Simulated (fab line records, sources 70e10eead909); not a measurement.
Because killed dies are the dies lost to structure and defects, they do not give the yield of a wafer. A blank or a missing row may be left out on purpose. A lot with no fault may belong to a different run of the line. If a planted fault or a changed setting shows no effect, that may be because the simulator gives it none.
Matching of chambers	flow nandHarc	NHARC_P_M0_PRE_CLEAN_31 on pecvd-03 has 3 sister chambers
The step time 12 s. 22 wafers are shown with their chamber, then 11 later ones without.

## EACH WAFER AND ITS CHAMBER
wafer	chamber	heaterPowerW (W)
L075.2	2	732
L075.3	0	749
L075.4	0	729
L079.1	1	642
L079.5	2	685
L079.6	0	698
L080.4	1	702
L080.5	2	652
L080.6	0	673
L081.3	0	730
L081.4	1	691
L081.6	0	739
L082.1	0	639
L082.4	1	639
L082.5	2	610
L086.2	2	741
L086.3	0	638
L086.5	1	733
L087.4	0	748
L087.5	2	724
L087.6	1	671
L090.3	2	739

SIGNATURES (averages over the wafers above)
reading	chamber 0	chamber 1	chamber 2	scatter within a chamber
heaterPowerW	704.78	679.67	697.57	44.8
Rule: a wafer lies at a distance from a chamber equal to the root of the sum of squares, over the readings, of (its reading less the chamber's mean, divided by the reading's scatter). If the next closest chamber is less than 2 further off than the closest, the wafer can't be placed; otherwise it belongs to the closest. The scatter is the square root of a quotient: the sum, over the shown wafers, of each reading's squared deviation from its chamber's mean, divided by wafers minus chambers.

## WAFERS MISSING THEIR CHAMBER
wafer	heaterPowerW (W)
L090.5	728
L090.6	720
L092.3	653
L092.4	675
L092.6	729
L094.4	736
L094.5	745
L094.6	710
L095.1	714
L095.5	636
L095.6	708

## WHICH CHAMBER EACH ONE RAN IN
wafer	from the rows above	in truth
L090.5	can't be placed: 0 or 2 or 1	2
L090.6	can't be placed: 0 or 2 or 1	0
L092.3	can't be placed: 1 or 2 or 0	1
L092.4	can't be placed: 1 or 2 or 0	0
L092.6	can't be placed: 0 or 2 or 1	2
L094.4	can't be placed: 0 or 2 or 1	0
L094.5	can't be placed: 0 or 2 or 1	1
L094.6	can't be placed: 0 or 2 or 1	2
L095.1	can't be placed: 0 or 2 or 1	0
L095.5	can't be placed: 1 or 2 or 0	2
L095.6	can't be placed: 0 or 2 or 1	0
Placed correctly: 0 of 11. Cannot be placed on the basis of these rows: 11; the candidates contain the true chamber in 11. Placed wrongly: 0.
